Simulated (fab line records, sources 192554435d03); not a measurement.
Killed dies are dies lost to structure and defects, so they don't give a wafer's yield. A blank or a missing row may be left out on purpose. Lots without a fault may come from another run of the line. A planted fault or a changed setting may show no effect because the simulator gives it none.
Chamber matching | flow n5_finfet | N5_BEOL_M11_ALD_74 on ald_metal-03: 4 sister chambers
The step deposits TaN, target thk 2 nm, pulse time 2 s, purge time 3 s. 18 wafers are shown with their chamber, then 9 later ones without.

WAFERS WITH THEIR CHAMBER
wafer  | chamber | heater_power_w (W)
L074.1 | 0       | 463
L074.2 | 1       | 402
L074.4 | 3       | 397
L080.1 | 2       | 514
L080.2 | 3       | 413
L080.4 | 0       | 455
L085.1 | 2       | 537
L085.3 | 0       | 468
L085.5 | 2       | 538
L086.1 | 0       | 467
L086.4 | 1       | 405
L086.5 | 2       | 526
L087.1 | 1       | 413
L087.4 | 3       | 405
L087.5 | 3       | 399
L089.3 | 1       | 412
L089.4 | 2       | 518
L089.6 | 2       | 514

SIGNATURES (means of the wafers above)
reading        | chamber 0 | chamber 1 | chamber 2 | chamber 3 | scatter within a chamber
heater_power_w | 463.25    | 408.00    | 524.50    | 403.50    | 8.23
Rule: a wafer's distance from a chamber is the root of the sum, over the readings, of the square of ((its reading less the chamber's mean) divided by the reading's scatter). The wafer belongs to the nearest chamber; if the next one is less than 2 further off, it can't be placed. The scatter: the root of (the sum of the squares of (reading less its chamber's mean) over the shown wafers, divided by (wafers less chambers)).

WAFERS WITHOUT THEIR CHAMBER
wafer  | heater_power_w (W)
L088.1 | 526
L088.3 | 463
L088.6 | 394
L091.2 | 463
L091.3 | 516
L091.5 | 408
L092.2 | 536
L092.4 | 408
L092.5 | 402

WHICH CHAMBER EACH WENT THROUGH
wafer  | from the rows above     | in truth
L088.1 | 2                       | 2
L088.3 | 0                       | 0
L088.6 | can't be placed: 3 or 1 | 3
L091.2 | 0                       | 0
L091.3 | 2                       | 2
L091.5 | can't be placed: 1 or 3 | 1
L092.2 | 2                       | 2
L092.4 | can't be placed: 1 or 3 | 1
L092.5 | can't be placed: 3 or 1 | 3
Placed correctly: 5 of 9. Can't be placed from these rows: 4 (the true chamber is among the candidates in 4). Placed wrongly: 0.
